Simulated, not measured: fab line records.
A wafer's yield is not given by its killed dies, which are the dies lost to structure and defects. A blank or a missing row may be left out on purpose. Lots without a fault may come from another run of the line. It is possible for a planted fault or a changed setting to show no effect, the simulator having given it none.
Which of the tools did it? + flow n5Finfet + at 1 step of a route of 1938, 12 lots with 36 wafers sampled

== WHAT THE GAUGES SHOWED, per wafer ==
N5_BEOL_M10_CD_MEAS_28: the cd target is 70 nm.
| lot  | measured     | on       | cdNm (nm)      |
|------|--------------|----------|----------------|
| L077 | day 13 20:55 | cdSem-01 | 69.2 70.1 69.3 |
| L076 | day 14 11:36 | cdSem-01 | 70.9 71.7 70.2 |
| L080 | day 14 21:19 | cdSem-02 | 70.9 70.5 71.9 |
| L079 | day 15 03:44 | cdSem-03 | 71.5 69.5 71.8 |
| L081 | day 16 20:43 | cdSem-02 | 71.2 70.9 70.8 |
| L083 | day 16 20:48 | cdSem-02 | 70.1 71.5 69.7 |
| L090 | day 17 10:36 | cdSem-03 | 70.1 70.1 70.5 |
| L088 | day 18 02:21 | cdSem-02 | 70.5 71.1 70.5 |
| L091 | day 18 06:06 | cdSem-01 | 70.1 70.5 70.3 |
| L096 | day 18 14:56 | cdSem-02 | 70.0 69.6 70.0 |
| L093 | day 19 10:07 | cdSem-02 | 70.6 69.5 69.9 |
| L097 | day 19 18:28 | cdSem-03 | 70.7 71.8 70.6 |

== TOOL THAT RAN EACH LOT (tool first, then ch and the chambers of the sampled wafers, then the start) ==
There is no process step in the record ahead of these readings.

== THE ANSWER, worked out from the rows above alone ==
Rule: usual is defined by the lots themselves. The widest of any qualifying gaps counts: lots, ordered by their means at a reading, are off when they make up no more than a third of the lots, leave a main group of 4 or more, and stand apart from it by 3 or more times the standard deviation of that group's means. If all means in a main group match to the digits the tables above print for the reading, that group is not used. A lot without any number at a reading at which 4 lots or more have one is off too. The other lots that the step has rows for count as sound.
Across all readings shown, no lot is off: no conclusion can be drawn from this.

== WHAT WAS PUT IN BY THE SIMULATOR ==
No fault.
